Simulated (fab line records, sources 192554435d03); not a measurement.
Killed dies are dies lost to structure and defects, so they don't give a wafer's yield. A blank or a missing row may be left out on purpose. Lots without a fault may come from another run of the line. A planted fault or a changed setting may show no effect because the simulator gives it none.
Chamber matching | flow n5_finfet | N5_BEOL_M9_ETCH_65 on rie_diel-02: 4 sister chambers
The step etches SiARC in CF4, target depth 15.6 nm, time 26 s. 4 wafers are shown with their chamber, then 12 later ones without.

WAFERS WITH THEIR CHAMBER
wafer  | chamber | showerhead_plenum_p_Torr (Torr)
L089.3 | 0       | 2.19
L091.1 | 1       | 2.16
L091.2 | 3       | 2.19
L091.3 | 2       | 2.28

WAFERS WITHOUT THEIR CHAMBER
wafer  | showerhead_plenum_p_Torr (Torr)
L091.4 | 2.19
L091.5 | 2.16
L091.6 | 2.19
L094.1 | 2.16
L094.2 | 2.19
L094.3 | 2.19
L094.4 | 2.28
L094.5 | 2.19
L094.6 | 2.28
L097.1 | 2.18
L097.3 | 2.19
L097.4 | 2.27

WHICH CHAMBER EACH WENT THROUGH
wafer  | from the rows above     | in truth
L091.4 | can't be placed: 0 or 3 | 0
L091.5 | 1                       | 1
L091.6 | can't be placed: 0 or 3 | 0
L094.1 | 1                       | 1
L094.2 | can't be placed: 0 or 3 | 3
L094.3 | can't be placed: 0 or 3 | 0
L094.4 | 2                       | 2
L094.5 | can't be placed: 0 or 3 | 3
L094.6 | 2                       | 2
L097.1 | can't be placed: 0 or 3 | 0
L097.3 | can't be placed: 0 or 3 | 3
L097.4 | 2                       | 2
Placed correctly: 5 of 12. Can't be placed from these rows: 7 (the true chamber is among the candidates in 7). Placed wrongly: 0.
How it was worked out, from the rows above alone: a wafer's distance from a chamber is the root of the sum, over the readings, of the square of ((its reading less the chamber's mean) divided by the reading's scatter). The wafer belongs to the nearest chamber; if the next one is less than 2 further off, it can't be placed. A chamber's mean is the mean of its shown wafers. The scatter: with one shown wafer a chamber, the root of the mean of the squares of how far each hidden wafer lies from its nearest shown one.
